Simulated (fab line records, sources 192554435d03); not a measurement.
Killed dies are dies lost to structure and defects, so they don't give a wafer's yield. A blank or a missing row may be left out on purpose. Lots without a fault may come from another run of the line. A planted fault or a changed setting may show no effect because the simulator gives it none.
Chamber matching | flow n5_finfet | N5_SPACER0_ALD_08 on ald_sin-01: 4 sister chambers
The step deposits SiNx, target thk 2 nm. 8 wafers are shown with their chamber, then 12 later ones without.

WAFERS WITH THEIR CHAMBER
wafer  | chamber | heater_power_w (W)
L090.1 | 2       | 984
L090.5 | 2       | 1007
L091.1 | 1       | 783
L091.5 | 1       | 795
L093.2 | 0       | 837
L094.2 | 0       | 847
L094.4 | 3       | 839
L094.6 | 3       | 837

WAFERS WITHOUT THEIR CHAMBER
wafer  | heater_power_w (W)
L095.1 | 792
L095.4 | 826
L095.5 | 786
L096.1 | 837
L096.2 | 826
L096.3 | 788
L096.4 | 996
L096.5 | 979
L096.6 | 836
L097.4 | 808
L097.5 | 996
L097.6 | 846

WHICH CHAMBER EACH WENT THROUGH
wafer  | from the rows above          | in truth
L095.1 | 1                            | 1
L095.4 | can't be placed: 3 or 0      | 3
L095.5 | 1                            | 1
L096.1 | can't be placed: 3 or 0      | 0
L096.2 | can't be placed: 3 or 0      | 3
L096.3 | 1                            | 1
L096.4 | 2                            | 2
L096.5 | 2                            | 2
L096.6 | can't be placed: 3 or 0      | 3
L097.4 | can't be placed: 1 or 3 or 0 | 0
L097.5 | 2                            | 2
L097.6 | can't be placed: 0 or 3      | 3
Placed correctly: 6 of 12. Can't be placed from these rows: 6 (the true chamber is among the candidates in 6). Placed wrongly: 0.
How it was worked out, from the rows above alone: a wafer's distance from a chamber is the root of the sum, over the readings, of the square of ((its reading less the chamber's mean) divided by the reading's scatter). The wafer belongs to the nearest chamber; if the next one is less than 2 further off, it can't be placed. A chamber's mean is the mean of its shown wafers. The scatter: the root of (the sum of the squares of (reading less its chamber's mean) over the shown wafers, divided by (wafers less chambers)).
